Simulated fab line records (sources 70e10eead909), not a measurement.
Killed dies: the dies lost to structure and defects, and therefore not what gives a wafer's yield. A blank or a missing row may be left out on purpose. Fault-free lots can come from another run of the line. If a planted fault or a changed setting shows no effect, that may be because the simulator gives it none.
Which tool is to blame?    flow nandHarc    39 wafers from 13 lots sampled at 6 of the route's 1302 steps

## WHAT EACH GAUGE READ, for each wafer
NHARC_P_ZERO_WELL_CD_MEAS_11: target cd 500 nm. Usual: cdNm at 501.1 nm, with a standard deviation of 2.
lot   measured      on        cdNm (nm)          flag
L387  day 1 21:07   cdSem-01  495.8 500.1 500.1  
L388  day 2 07:07   cdSem-03  497.9 500.7 497.7  
L390  day 3 03:07   cdSem-02  501.5 500.0 500.7  
L392  day 3 23:08   cdSem-02  500.9 496.3 499.8  
L393  day 4 09:07   cdSem-02  496.1 502.0 499.0  
L394  day 4 19:15   cdSem-02  502.2 502.7 501.2  
L401  day 7 17:07   cdSem-01  501.8 500.9 500.6  
L402  day 8 03:14   cdSem-01  500.8 504.3 502.7  
L405  day 9 09:14   cdSem-03  499.5 499.9 501.2  
L407  day 10 05:14  cdSem-01  501.7 504.9 501.1  
L408  day 10 15:16  cdSem-03  501.0 501.9 500.9  
L409  day 11 01:08  cdSem-02  502.2 500.7 498.9  
L410  day 11 11:09  cdSem-03  505.0 506.2 504.0  

NHARC_P_STI_OVL_MEAS_10. Usual: overlayXNm -1 nm, standard deviation 6.1; overlayYNm 1 nm, standard deviation 6.7.
lot   measured      on          overlayXNm (nm)  overlayYNm (nm)  flag
L387  day 4 08:42   overlay-02  -14 -13 -13      2 2 3            
L388  day 3 10:33   overlay-02  0 0 0            6 6 5            
L390  day 4 01:23   overlay-01  3 3 4            -2 -3 -3         
L392  day 4 22:46   overlay-01  6 6 6            2 2 2            
L393  day 5 06:52   overlay-01  -3 -2 -3         5 5 5            
L394  day 5 16:07   overlay-02  0 1 1            9 9 10           
L401  day 8 15:34   overlay-01  3 4 3            -7 -7 -7         
L402  day 9 02:10   overlay-02  -2 -3 -2         2 2 1            
L405  day 10 09:26  overlay-02  -8 -9 -8         -7 -7 -7         
L407  day 11 05:05  overlay-01  -2 -2 -2         7 7 7            
L408  day 11 14:43  overlay-01  11 11 10         3 4 4            
L409  day 11 22:46  overlay-01  -12 -12 -12      -8 -7 -7         
L410  day 12 08:45  overlay-02  -2 -2 -2         -3 -4 -4         

NHARC_P_STI_INSPECT_11. Usual: rawDefectCount at 5.2, with a standard deviation of 2.8.
lot   measured      on                rawDefectCount  flag
L387  day 4 08:44   defectInspect-01  5 0 2           
L388  day 3 10:35   defectInspect-02  7 6 7           
L390  day 4 01:26   defectInspect-02  3 3 4           
L392  day 4 22:48   defectInspect-01  3 2 4           
L393  day 5 06:55   defectInspect-02  7 5 6           
L394  day 5 16:09   defectInspect-02  0 4 4           
L401  day 8 15:37   defectInspect-02  4 1 4           
L402  day 9 02:12   defectInspect-01  21 18 15        OFF
L405  day 10 09:28  defectInspect-01  3 6 6           
L407  day 11 05:07  defectInspect-01  1 9 10          
L408  day 11 14:44  defectInspect-02  3 1 5           
L409  day 11 22:48  defectInspect-02  7 3 6           
L410  day 12 08:47  defectInspect-02  6 4 3           

NHARC_END_SORT_01. Usual: killedAtArray 58, standard deviation 20; killedAtOther 0.8, standard deviation 1; killedAtPeriphery 4.6, standard deviation 2.8; killedDies 63, standard deviation 19; killedOpen 3.4, standard deviation 2; killedShort 2.4, standard deviation 1.8.
lot   measured      on         killedAtArray  killedAtOther  killedAtPeriphery  killedDies   killedOpen  killedShort  flag
L402  day 30 21:44  prober-01  108 105 91     1 2 0          9 7 13             118 114 104  4 3 7       2 1 2        

## TOOL THAT RAN EACH LOT (tool first, then ch and the chambers of the sampled wafers, then the start)
lot   NHARC_P_STI_OXIDE_29           NHARC_P_STI_ETCH_15
L387  furnace-02 ch 0, day 3 21:14   rieSi-06 ch 0,1,3, day 4 09:11
L388  furnace-02 ch 0, day 2 19:47   rieSi-05 ch 0,2,3, day 3 11:00
L390  furnace-02 ch 0, day 3 14:12   rieSi-05 ch 0,1,3, day 4 01:52
L392  furnace-03 ch 0, day 4 11:33   rieSi-06 ch 1,2,3, day 4 23:14
L393  furnace-03 ch 0, day 4 19:44   rieSi-06 ch 0,2,3, day 5 07:20
L394  furnace-03 ch 0, day 5 04:56   rieSi-06 ch 0,1,3, day 5 16:36
L401  furnace-05 ch 0, day 8 04:08   rieSi-05 ch 0,2,3, day 8 16:01
L402  furnace-03 ch 0, day 8 14:53   rieSi-06 ch 0,1,3, day 9 02:37
L405  furnace-02 ch 0, day 9 21:59   rieSi-06 ch 0,2, day 10 09:52
L407  furnace-02 ch 0, day 10 17:43  rieSi-05 ch 1,2,3, day 11 05:33
L408  furnace-05 ch 0, day 11 03:35  rieSi-05 ch 1,2, day 11 15:10
L409  furnace-02 ch 0, day 11 11:27  rieSi-05 ch 1,2, day 11 23:16
L410  furnace-05 ch 0, day 11 21:29  rieSi-05 ch 1,2, day 12 09:13
- NHARC_P_STI_OXIDE_29: material SiO2, target thk 10 nm, ox time 1362 s.
- NHARC_P_STI_ETCH_15: etches the open film in HBr/Cl2, target depth 300 nm, time 100.1 s.

## WHAT THE TOOLS THEMSELVES READ (means of the sampled wafers that have a number; where no wafer has one, the mark that the record gives instead)
NHARC_P_STI_OXIDE_29. Usual: oxTempC 899.9 C, standard deviation 0.47; spikeTcLowerC 900.2 C, standard deviation 0.96.
lot   tool        oxTempC (C)  spikeTcLowerC (C)  flag
L387  furnace-02  899.8        900.3              
L388  furnace-02  899.4        901.0              
L390  furnace-02  899.9        900.0              
L392  furnace-03  900.2        900.4              
L393  furnace-03  900.0        900.7              
L394  furnace-03  900.4        900.2              
L401  furnace-05  900.2        899.6              
L402  furnace-03  900.2        900.2              
L405  furnace-02  900.4        901.3              
L407  furnace-02  899.8        899.1              
L408  furnace-05  899.5        899.5              
L409  furnace-02  900.0        900.8              
L410  furnace-05  899.5        900.3              

NHARC_P_STI_ETCH_15. Usual: drypumpMotorCurrentA 5.8 A, standard deviation 0.51; oesProductAu 1.004 a.u., standard deviation 0.0083; throttleValvePct 26.406 %, standard deviation 0.0091.
lot   tool      drypumpMotorCurrentA (A)  oesProductAu (a.u.)  throttleValvePct (%)  flag
L387  rieSi-06  5.9                       1.008                26.400                
L388  rieSi-05  5.6                       1.000                26.411                
L390  rieSi-05  5.4                       1.004                26.404                
L392  rieSi-06  5.9                       1.010                26.397                
L393  rieSi-06  6.4                       1.004                26.410                
L394  rieSi-06  5.9                       1.000                26.402                
L401  rieSi-05  5.6                       1.002                26.404                
L402  rieSi-06  5.9                       1.012                26.408                
L405  rieSi-06  6.2                       0.989                26.413                
L407  rieSi-05  5.5                       1.005                26.412                
L408  rieSi-05  5.7                       1.002                26.402                
L409  rieSi-05  5.4                       1.000                26.408                
L410  rieSi-05  5.4                       1.003                26.397                

## THE ANSWER, worked out from the rows above alone
Rule: lot off if the mean of its wafers having a number is beyond 3 standard deviations from the usual mean. Also off: a lot with no number at a reading for which 4 or more lots have one. Any other lot the step has rows for is counted as sound. The gauges are gone through in route order, then the tools' own readings, and for those a lot's mean is taken as printed above. At the first step where some lot is off, the reading lying furthest off is the one used; lots without a number count as furthest.
Off: L402, at NHARC_P_STI_INSPECT_11 (rawDefectCount).
If a tool, at a process step before that reading, ran all the lots that are off and no sound lot after the first of them, it fits. The gauges at NHARC_P_STI_INSPECT_11 are tried like those tools. One candidate fits, namely furnace-03 at NHARC_P_STI_OXIDE_29. A fault onset in the window from L394 (day 5 04:56, its last sound lot) to L402 (day 8 14:53, its first lot off) fits.

## WHAT THE SIMULATOR PUT IN
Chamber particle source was furnace-03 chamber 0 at NHARC_P_STI_OXIDE_29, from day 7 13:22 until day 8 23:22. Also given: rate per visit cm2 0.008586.
Lots struck among those shown: L402. The rule given above showed the same thing.
